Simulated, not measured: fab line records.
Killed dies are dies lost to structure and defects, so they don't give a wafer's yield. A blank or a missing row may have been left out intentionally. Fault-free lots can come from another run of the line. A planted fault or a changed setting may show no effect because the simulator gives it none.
Comparing a struck lot with a sound one / flow n5-finfet / 27 steps out of a route of 1938
Sound: these wafers, L715.2, L715.3, L715.6. Wafers struck: L733.1, L733.3, L733.6. The cause is named last.
For every step that has rows: the tool of each side, followed by ch and its chambers, followed by its first start. Under that, the readings that differ: sound wafers / struck wafers / difference of the means / sigmas: that difference in standard deviations of wafers without a fault.
alike: words and numbers the same on both sides, and readings whose means are apart by under 2 such deviations; not compared: readings that were withheld, readings missing a value for some wafer, numbers with overlapping values and no deviation given by the record, and bounds like >300 which may hide the same value.
The two part at a step that has a row with sigmas, a row that says differs or no value, or rows on one side only. When numbers do not overlap yet have no deviation, they are printed without sigmas and do not part them. Lack of a reading on every wafer of one side parts them only where that side has two or more wafers.

first, 2 steps without rows for these wafers: N5_BEOL_M13_SPUTTER_45 (material Cu, target thk 80 nm, time 13.33 s); N5_BEOL_M13_ECD_47 (material Cu, target thk 936 nm).
N5_BEOL_M13_ANNEAL_48: time 90 s.
  sound on rtp-anneal-02 ch 0, day 11 09:21; struck on rtp-anneal-02 ch 0, day 16 01:44
  alike: wafer_temp_C_max
then, 1 step without rows for these wafers: N5_BEOL_M13_CMP_49 (polishes, stops on SiOC, t overpolish 17.1 s, target thk 420 nm).
N5_BEOL_M13_THK_MEAS_50: measures by xrf.
  sound on film-metro-01, day 11 09:53; struck on film-metro-02, day 16 02:19
reading=M13_THK (nm); sound=432 438 440; struck=412 433 408; difference=-19; sigmas=-2
then, 1 step without rows for these wafers: N5_BEOL_M13_PRE_CLEAN_52 (time 15 s).
N5_BEOL_M13_DEP_53: deposits SiCN from 3MS/NH3, target thk 50 nm, time 17.8 s.
  sound on pecvd-03 ch 0,1, day 11 09:57; struck on pecvd-03 ch 1,2, day 16 02:23
  alike: showerhead-plenum-p-Torr, showerhead-vpp-V, throttle-valve-pct
  not compared: since-wet-clean-h
N5_BEOL_M13_RS_MEAS_54: the measuring method here is four-point-probe.
  sound on film-metro-02, day 11 10:01; struck on film-metro-01, day 16 02:27
  alike: M13_RS
N5_BEOL_M13_INSPECT_55: inspects for defects (darkfield).
  sound on defect-inspect-02, day 11 10:03; struck on defect-inspect-01, day 16 02:29
  alike: raw-defect-count
N5_BEOL_M14_ILD_DEP_00: deposits SiO2 from TEOS/O2, target thk 1119.3 nm, time 237.4 s.
  sound on pecvd-04 ch 0,2, day 11 10:05; struck on pecvd-01 ch 0,1, day 16 02:31
  alike: heater-power-w, showerhead-plenum-p-Torr, showerhead-vpp-V, throttle-valve-pct
  not compared: since-wet-clean-h
N5_BEOL_M14_THK_MEAS_01:
  sound on film-metro-02, day 11 10:16; struck on film-metro-02, day 16 02:42
  alike: M14_ILD_THK
then, 1 step without rows for these wafers: N5_BEOL_M14_COAT_58 (time 60 s, resist thk 89 nm).
N5_BEOL_M14_COAT_04: resist thk 800 nm.
  sound on litho-track-03 ch 0, day 11 10:19; struck on litho-track-04 ch 0, day 16 02:44
reading=spin-speed-rpm (rpm); sound=1705.7 1705.5 1705.4; struck=1461.5 1462.4 1462.1; difference=-243.5; sigmas=-99 or more
reading=model.coat_of_BEOL_M14_COAT_04.thk-nm (nm); sound=803.4 802 802.6; struck=867.8 869.4 865.6; difference=+64.9; sigmas=
then, 6 steps without rows for these wafers: N5_BEOL_M14_EBR_06; N5_BEOL_M14_SOFTBAKE_05 (time 60 s); N5_BEOL_M14_EXPOSE_07 (exposes mask V13); N5_BEOL_M14_PEB_08 (peb time 90 s); N5_BEOL_M14_DEVELOP_09 (develop time 45 s); N5_BEOL_M14_HARDBAKE_14 (time 120 s).
N5_BEOL_M14_CD_MEAS_10: target cd 250 nm.
  sound on cd-sem-03 ch 0, day 11 10:43; struck on cd-sem-02 ch 0, day 16 03:03
  alike: cd-nm
N5_BEOL_M14_OVL_MEAS_11:
  sound on overlay-01 ch 0, day 11 10:44; struck on overlay-02 ch 0, day 16 03:05
  alike: V13_OVL
N5_BEOL_M14_INSPECT_12: inspects for defects (macro).
  sound on defect-inspect-02, day 11 10:46; struck on defect-inspect-01, day 16 03:06
  alike: raw-defect-count
N5_BEOL_M14_DESCUM_15: chemistry O2, time 7.9 s.
  sound on rie-diel-04 ch 0,1,3, day 11 11:06; struck on rie-diel-01 ch 0,1,3, day 16 03:08
  alike: drypump-motor-current-A, oes-product-au, rf-vpp-V, showerhead-plenum-p-Torr, throttle-valve-pct
  not compared: rf-hours-counter-h
then, 1 step without rows for these wafers: N5_BEOL_M14_ETCH_59 (etches BARC in N2/H2, target depth 89 nm, overetch 26.7 nm, time 67.9 s).
N5_BEOL_M14_VIA_ETCH_16: etches SiO2 in C4F8/O2/Ar, target depth 1231.3 nm.
  sound on rie-diel-04 ch 0,1,3, day 11 11:11; struck on rie-diel-01 ch 0,1,3, day 16 03:13
reading=model.coat_of_BEOL_M14_COAT_04.thk-nm (nm); sound=460.4 465.8 459.8; struck=527.6 510.8 517; difference=+56.5; sigmas=
  alike: drypump-motor-current-A, he-outer-torr, oes-product-au, rf-vpp-V, showerhead-plenum-p-Torr, throttle-valve-pct
N5_BEOL_M14_STRIP_63: strips in O2.
  sound: rie-diel-04 ch 0,1,3; struck: rie-diel-01 ch 0,1,3
  alike: drypump-motor-current-A, oes-product-au, rf-vpp-V, showerhead-plenum-p-Torr, throttle-valve-pct
  not compared: rf-hours-counter-h
N5_PASSIVATION_PROBE_49:
  sound on prober-02, day 12 11:36; struck on prober-02, day 17 07:03
  alike: defect-limited-yield, killed_at_M0_to_M3, killed_at_M4_up, killed-at-contacts, killed-at-front-end, killed-at-other, killed-dies, killed-on-rim, killed-open, killed-short, sort_bin_5_function, sort_bin_6_memory, sort-n-pass, sort-yield-pct

## WHERE THEY PART
Last at N5_BEOL_M14_COAT_04 as far as this record goes, first at N5_BEOL_M13_THK_MEAS_50. Later steps at which nothing parts them and some readings are alike: N5_BEOL_M14_CD_MEAS_10, N5_BEOL_M14_OVL_MEAS_11, N5_BEOL_M14_INSPECT_12, N5_BEOL_M14_DESCUM_15, N5_BEOL_M14_VIA_ETCH_16, N5_BEOL_M14_STRIP_63, N5_PASSIVATION_PROBE_49.

WHY: what had been put in by the simulator
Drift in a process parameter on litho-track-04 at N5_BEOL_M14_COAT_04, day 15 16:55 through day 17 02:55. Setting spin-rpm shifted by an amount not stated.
